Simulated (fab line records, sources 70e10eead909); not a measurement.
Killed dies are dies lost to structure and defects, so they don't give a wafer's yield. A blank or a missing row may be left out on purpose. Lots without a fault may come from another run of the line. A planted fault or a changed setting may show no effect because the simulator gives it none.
Which tool did it? | flow nand_harc | 6 lots, 18 wafers sampled, at 2 steps of a route of 1302

WHAT THE GAUGES READ, wafer by wafer
NHARC_A_ONON_D2_THK_MEAS_14: measures by ellipsometry.
lot  | measured     | on            | thk_nm (nm)
L408 | day 13 20:32 | film_metro-01 | 1015 1014 1011
L409 | day 14 03:26 | film_metro-02 | 1013 1012 1013
L413 | day 14 21:05 | film_metro-01 | 994 996 993
L421 | day 18 16:25 | film_metro-02 | 1002 1003 1002
L427 | day 21 01:50 | film_metro-02 | 989 987 987
L428 | day 21 08:26 | film_metro-02 | 1001 1000 1002

WHICH TOOL RAN EACH LOT (tool, then ch and the chambers of the sampled wafers, then the start)
lot  | NHARC_A_ONON_D2_DEP_12
L408 | pecvd_onon-04 ch 0, day 13 20:01
L409 | pecvd_onon-01 ch 0, day 14 02:56
L413 | pecvd_onon-01 ch 0, day 14 20:36
L421 | pecvd_onon-04 ch 0, day 18 15:58
L427 | pecvd_onon-04 ch 0, day 21 01:20
L428 | pecvd_onon-02 ch 0, day 21 07:55
- NHARC_A_ONON_D2_DEP_12: target thk 1000 nm.

THE ANSWER, worked out from the rows above alone
Rule: what is usual is taken from the lots themselves. Put in order of their means at a reading, lots are off if they are a third of the lots or fewer, leave a main group of 4 or more, and stand apart from it by a gap of 3 or more times the standard deviation of the main group's means; of several such gaps the widest counts. A main group whose means are all the same, to the digits that the tables above print for the reading, isn't used. A lot without any number at a reading at which 4 lots or more have one is off too. The other lots that the step has rows for count as sound.
No lot is off at any reading shown: from this, nothing can be told.

WHAT THE SIMULATOR HAD PUT IN
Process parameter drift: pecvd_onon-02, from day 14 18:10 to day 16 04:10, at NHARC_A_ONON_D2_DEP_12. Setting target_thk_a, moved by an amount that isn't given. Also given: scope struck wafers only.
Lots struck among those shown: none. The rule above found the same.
